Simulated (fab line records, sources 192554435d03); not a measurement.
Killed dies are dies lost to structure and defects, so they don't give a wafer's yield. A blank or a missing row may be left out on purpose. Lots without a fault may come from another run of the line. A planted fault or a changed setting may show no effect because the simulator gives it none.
Split-lot experiment | flow n5_finfet | 7 lots, 21 wafers read, on a route of 1938 steps

THE SPLIT
At N5_BEOL_M13_EXPOSE_25 (exposes mask M13, target cd 210 nm), the setting dose_mj was moved away from the recipe's 22 on 8 of the 21 wafers read, by -4.7% to +5.0%. The other wafers ran this setting at the recipe's value.

FROM THE SPLIT TO THE READING: what the file shows between them, 3 steps
- N5_BEOL_M13_PEB_26: peb time 90 s
- N5_BEOL_M13_DEVELOP_27: develop time 45 s
- N5_BEOL_M13_HARDBAKE_32: time 120 s

THE READING
cd_nm, in nm, at N5_BEOL_M13_CD_MEAS_28 (target cd 209.5 nm). Fault-free wafers of this fab line usually give 210.4 nm, standard deviation 1.1 nm.

wafer  | tool, chamber at the split | dose_mj as run | against the recipe | cd_nm, nm | against lot-mates on the recipe
L077.1 | krf_scanner-02, 0          | 22             | recipe             | 209.4     | -
L077.2 | krf_scanner-02, 0          | 22             | recipe             | 210.0     | -
L077.3 | krf_scanner-02, 0          | 21.24          | -3.5%              | 205.5     | -4.2
L081.1 | krf_scanner-01, 0          | 22             | recipe             | 208.8     | -
L081.4 | krf_scanner-01, 0          | 22             | recipe             | 210.3     | -
L081.5 | krf_scanner-01, 0          | 21.18          | -3.7%              | 207.2     | -2.4
L084.4 | krf_scanner-02, 0          | 22             | recipe             | 211.5     | -
L084.5 | krf_scanner-02, 0          | 21.24          | -3.5%              | 206.6     | -4.9
L084.6 | krf_scanner-02, 0          | 21.24          | -3.5%              | 207.4     | -4.1
L086.1 | krf_scanner-01, 0          | 22             | recipe             | 212.0     | -
L086.3 | krf_scanner-01, 0          | 22             | recipe             | 211.5     | -
L086.5 | krf_scanner-01, 0          | 20.96          | -4.7%              | 206.6     | -5.2
L088.4 | krf_scanner-01, 0          | 23.1           | +5.0%              | 215.2     | +4.8
L088.5 | krf_scanner-01, 0          | 23.1           | +5.0%              | 216.6     | +6.2
L088.6 | krf_scanner-01, 0          | 22             | recipe             | 210.4     | -
L091.1 | krf_scanner-02, 0          | 22             | recipe             | 210.8     | -
L091.2 | krf_scanner-02, 0          | 22             | recipe             | 210.3     | -
L091.5 | krf_scanner-02, 0          | 22             | recipe             | 210.4     | -
L094.1 | krf_scanner-02, 0          | 22.97          | +4.4%              | 212.1     | +1.8
L094.3 | krf_scanner-02, 0          | 22             | recipe             | 210.3     | -
L094.5 | krf_scanner-02, 0          | 22             | recipe             | 210.3     | -

THE FIT
A straight line over all 21 wafers: cd_nm changes by +0.937 nm for each +1% of dose_mj; r = +0.93; the points scatter about the line by 1 nm.
The same after taking each lot's own level away (the mean of its wafers on the recipe; 21 wafers): +0.996 nm for each +1%; r = +0.95; scatter 0.87 nm.
On that fit, the largest move of dose_mj shifts the reading by 5 nm.
The lots' own levels span 209.55 to 211.75 nm, that is 2.0 times the standard deviation above.
So the lot-to-lot level changes the slope little: the two slopes agree.
Check: with one of the wafers moved furthest among these (+5.0%) left out of the fit, the line predicts +4.82 nm for it against its lot-mates. It came out at +4.8 nm against them.

OTHER SPLITS ON THESE WAFERS
These wafers also went through other splits before the reading. Each is held against what the fit with the lots' levels taken away leaves over:
other split on the same wafers | wafers away from the commonest value | r with cd_nm (lot level and that fit taken away)
N5_BEOL_M10_COAT_63 spin_rpm   | 6                                    | +0.05
N5_BEOL_M12_COAT_65 spin_rpm   | 9                                    | +0.18

THE WHOLE CHAIN: every reading that the file lists as answering this split, in the file's order
step                   | what it does                                           | reading                                                         | change (the file's fit)               | r (the file's)
N5_BEOL_M13_CD_MEAS_28 | target cd 209.5 nm                                     | cd_nm                                                           | +0.942 nm for each +1% of the setting | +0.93
N5_BEOL_M13_DESCUM_33  | chemistry O2, time 7.9 s                               | BEOL_M13.cd_nm (the simulator's own value, which no gauge read) | +0.926 nm for each +1% of the setting | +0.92
N5_BEOL_M13_ETCH_67    | etches SiARC in CF4, target depth 143 nm, time 238.3 s | BEOL_M13.cd_nm (the simulator's own value, which no gauge read) | +0.891 nm for each +1% of the setting | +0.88
N5_BEOL_M13_ETCH_68    | etches SOC in N2/H2, time 355 s                        | BEOL_M13.cd_nm (the simulator's own value, which no gauge read) | +1.06 nm for each +1% of the setting  | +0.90

THE FILE'S OWN FIT
cd_nm changes by +0.942 nm for each +1% of dose_mj, r = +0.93.
